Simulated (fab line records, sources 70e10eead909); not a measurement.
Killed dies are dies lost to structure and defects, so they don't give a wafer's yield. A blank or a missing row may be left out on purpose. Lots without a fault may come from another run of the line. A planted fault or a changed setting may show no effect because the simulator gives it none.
One fault seen from 2 desks | flow nand_harc | each desk has only its own numbers; what lay behind them comes last

THE METROLOGY DESK
What the gauges read, lot by lot, whatever tool the lot ran on: means of the sampled wafers that have a number. A lot is out of limits, marked OUT, if its mean lies more than 4 standard deviations from the usual mean; the brackets give that distance.
Columns: A = cd_nm at NHARC_A_M1_CD_MEAS_09, usual 120.0 nm
lot  | first seen here | A
L858 | day 23 01:01    | 119.9
L859 | day 23 10:47    | 119.9
L861 | day 23 18:18    | 119.7
L860 | day 24 03:19    | 119.8
L863 | day 25 04:51    | 120.3
L862 | day 25 12:53    | 120.1
L872 | day 28 23:15    | 107.0 (-25) OUT
L873 | day 29 01:34    | 107.7 (-24) OUT
L871 | day 29 05:44    | 120.2
L874 | day 29 07:27    | 120.0
L877 | day 30 17:02    | 119.7
L876 | day 30 19:08    | 120.6
L880 | day 32 06:12    | 119.6
L881 | day 33 01:25    | 119.8
This desk's finding: out of limits on L872, L873; first on L872, day 28 23:15 (cd_nm at NHARC_A_M1_CD_MEAS_09). In limits: L858, L859, L861, L860, L863, L862, L871, L874, L877, L876, L880, L881.

THE TOOL OWNER'S DESK: litho_track-01
The tool's own readings at NHARC_A_M1_PEB_07 (peb time 65 s): means of the sampled wafers that have a number, for each lot that ran on this tool. A lot is out of limits, marked OUT, if its mean lies more than 4 standard deviations from the usual mean; the brackets give that distance.
Columns: A = heater_power_total_W at NHARC_A_M1_PEB_07, usual 156.6 W; B = plate_temp_C at NHARC_A_M1_PEB_07, usual 100.00 C
lot  | first seen here | A               | B
L872 | day 28 23:10    | 149.1 (-18) OUT | 96.66 (-26) OUT
L873 | day 29 01:29    | 149.6 (-16) OUT | 96.77 (-25) OUT
This desk's finding: out of limits on L872, L873; first on L872, day 28 23:10 (heater_power_total_W at NHARC_A_M1_PEB_07). In limits: none.

PUT TOGETHER
The tool owner's desk could have raised an alarm at day 28 23:10, on L872, L873.
The metrology desk could have raised an alarm at day 28 23:15, on L872, L873.
Of the lots named, all ran NHARC_A_M1_PEB_07 on litho_track-01.

WHAT THE SIMULATOR HAD PUT IN
Process parameter drift: litho_track-01, from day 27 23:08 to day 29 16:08, at NHARC_A_M1_PEB_07. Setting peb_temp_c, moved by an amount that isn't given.
Lots struck among those shown: L872, L873.
Hours from the fault's start to each desk's first reading out of limits: the tool owner's desk, 24; the metrology desk, 24.
